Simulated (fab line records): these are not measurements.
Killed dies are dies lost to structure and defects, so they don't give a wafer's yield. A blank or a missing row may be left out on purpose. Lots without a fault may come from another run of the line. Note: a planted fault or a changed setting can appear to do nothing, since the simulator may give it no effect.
Chamber matching :: flow n5 finfet :: N5_BEOL_M8_CURE_74 on uv cure-02 has 3 sister chambers
The step cures SiCOH lowk, time 240 s. 6 wafers are shown with their chamber, then 10 later ones without.

WAFERS PAIRED WITH THEIR CHAMBERS
wafer: L083.4
chamber: 1
wafer_temp_C_max: 387.7
lamp power pct (%): 52.18

wafer: L083.5
chamber: 1
wafer_temp_C_max: 387.3
lamp power pct (%): 52.22

wafer: L088.2
chamber: 2
wafer_temp_C_max: 386.9
lamp power pct (%): 52.29

wafer: L088.4
chamber: 2
wafer_temp_C_max: 386.6
lamp power pct (%): 52.33

wafer: L086.1
chamber: 0
wafer_temp_C_max: 386.6
lamp power pct (%): 52.26

wafer: L086.5
chamber: 0
wafer_temp_C_max: 386.1
lamp power pct (%): 52.35

WAFERS MISSING THEIR CHAMBER
wafer: L086.6
wafer_temp_C_max: 386.6
lamp power pct (%): 52.28

wafer: L093.3
wafer_temp_C_max: 386.4
lamp power pct (%): 52.34

wafer: L093.4
wafer_temp_C_max: 386.7
lamp power pct (%): 52.31

wafer: L093.6
wafer_temp_C_max: 387.0
lamp power pct (%): 52.39

wafer: L094.1
wafer_temp_C_max: 386.4
lamp power pct (%): 52.35

wafer: L094.4
wafer_temp_C_max: 387.0
lamp power pct (%): 52.27

wafer: L094.5
wafer_temp_C_max: 386.9
lamp power pct (%): 52.42

wafer: L090.2
wafer_temp_C_max: 386.3
lamp power pct (%): 52.30

wafer: L090.4
wafer_temp_C_max: 386.0
lamp power pct (%): 52.36

wafer: L090.5
wafer_temp_C_max: 386.0
lamp power pct (%): 52.33

CHAMBER TAKEN BY EACH
wafer: L086.6
from the rows above: can't be placed: 2 or 0
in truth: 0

wafer: L093.3
from the rows above: can't be placed: 0 or 2
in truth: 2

wafer: L093.4
from the rows above: can't be placed: 2 or 0
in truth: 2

wafer: L093.6
from the rows above: can't be placed: 2 or 0
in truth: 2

wafer: L094.1
from the rows above: can't be placed: 0 or 2
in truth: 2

wafer: L094.4
from the rows above: can't be placed: 2 or 1 or 0
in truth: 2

wafer: L094.5
from the rows above: can't be placed: 2 or 0
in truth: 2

wafer: L090.2
from the rows above: can't be placed: 0 or 2
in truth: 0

wafer: L090.4
from the rows above: can't be placed: 0 or 2
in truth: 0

wafer: L090.5
from the rows above: can't be placed: 0 or 2
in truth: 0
Correct placement for 0 of the 10. Unplaceable from these rows: 10, with the true chamber sitting among the candidates in 10. Placed wrongly: 0.
How it was worked out, from the rows above alone: a wafer's distance from a chamber is the root of the sum, over the readings, of the square of ((its reading less the chamber's mean) divided by the reading's scatter). The wafer belongs to the nearest chamber; if the next one is less than 2 further off, it can't be placed. A chamber's mean is the mean of its shown wafers. The scatter: the root of (the sum of the squares of (reading less its chamber's mean) over the shown wafers, divided by (wafers less chambers)).
